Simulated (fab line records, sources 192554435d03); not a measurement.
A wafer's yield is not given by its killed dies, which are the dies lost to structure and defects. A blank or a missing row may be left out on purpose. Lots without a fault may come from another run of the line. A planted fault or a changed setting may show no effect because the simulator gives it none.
Matching of chambers :: flow n5_finfet :: N5_BEOL_M1_PECVD_72 on pecvd-03: 3 sister chambers
The step deposits SiO2 from TEOS/O2, target thk 16 nm, time 18 s. 6 wafers are shown with their chamber, then 9 later ones without.

== WAFERS WITH THEIR CHAMBER ==
wafer: L085.3
chamber: 1
throttle_valve_pct (%): 24.0
showerhead_plenum_p_Torr (Torr): 8.73

wafer: L085.4
chamber: 1
throttle_valve_pct (%): 23.8
showerhead_plenum_p_Torr (Torr): 8.73

wafer: L089.6
chamber: 2
throttle_valve_pct (%): 20.7
showerhead_plenum_p_Torr (Torr): 8.76

wafer: L090.2
chamber: 0
throttle_valve_pct (%): 23.8
showerhead_plenum_p_Torr (Torr): 8.81

wafer: L090.4
chamber: 2
throttle_valve_pct (%): 20.7
showerhead_plenum_p_Torr (Torr): 8.82

wafer: L090.6
chamber: 0
throttle_valve_pct (%): 23.5
showerhead_plenum_p_Torr (Torr): 8.81

== WAFERS WITHOUT THEIR CHAMBER ==
wafer: L093.1
throttle_valve_pct (%): 24.0
showerhead_plenum_p_Torr (Torr): 8.74

wafer: L093.2
throttle_valve_pct (%): 23.9
showerhead_plenum_p_Torr (Torr): 8.80

wafer: L093.5
throttle_valve_pct (%): 23.6
showerhead_plenum_p_Torr (Torr): 8.81

wafer: L092.2
throttle_valve_pct (%): 20.7
showerhead_plenum_p_Torr (Torr): 8.78

wafer: L092.4
throttle_valve_pct (%): 20.7
showerhead_plenum_p_Torr (Torr): 8.77

wafer: L092.6
throttle_valve_pct (%): 23.8
showerhead_plenum_p_Torr (Torr): 8.71

wafer: L094.1
throttle_valve_pct (%): 24.0
showerhead_plenum_p_Torr (Torr): 8.73

wafer: L094.2
throttle_valve_pct (%): 23.8
showerhead_plenum_p_Torr (Torr): 8.82

wafer: L094.6
throttle_valve_pct (%): 23.8
showerhead_plenum_p_Torr (Torr): 8.72

== WHICH CHAMBER EACH ONE RAN IN ==
wafer: L093.1
from the rows above: 1
in truth: 1

wafer: L093.2
from the rows above: can't be placed: 0 or 1
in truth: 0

wafer: L093.5
from the rows above: 0
in truth: 0

wafer: L092.2
from the rows above: 2
in truth: 2

wafer: L092.4
from the rows above: 2
in truth: 2

wafer: L092.6
from the rows above: 1
in truth: 1

wafer: L094.1
from the rows above: 1
in truth: 1

wafer: L094.2
from the rows above: 0
in truth: 0

wafer: L094.6
from the rows above: 1
in truth: 1
8 of 9 placed correctly. From these rows, 1 cannot be placed; in 1 the true chamber is one of the candidates. Wrongly placed: 0.
How it was worked out, from the rows above alone: a wafer's distance from a chamber is the root of the sum, over the readings, of the square of ((its reading less the chamber's mean) divided by the reading's scatter). The wafer belongs to the nearest chamber; if the next one is less than 2 further off, it can't be placed. Each chamber's mean is taken over the wafers shown for it. The scatter: the root of (the sum of the squares of (reading less its chamber's mean) over the shown wafers, divided by (wafers less chambers)).
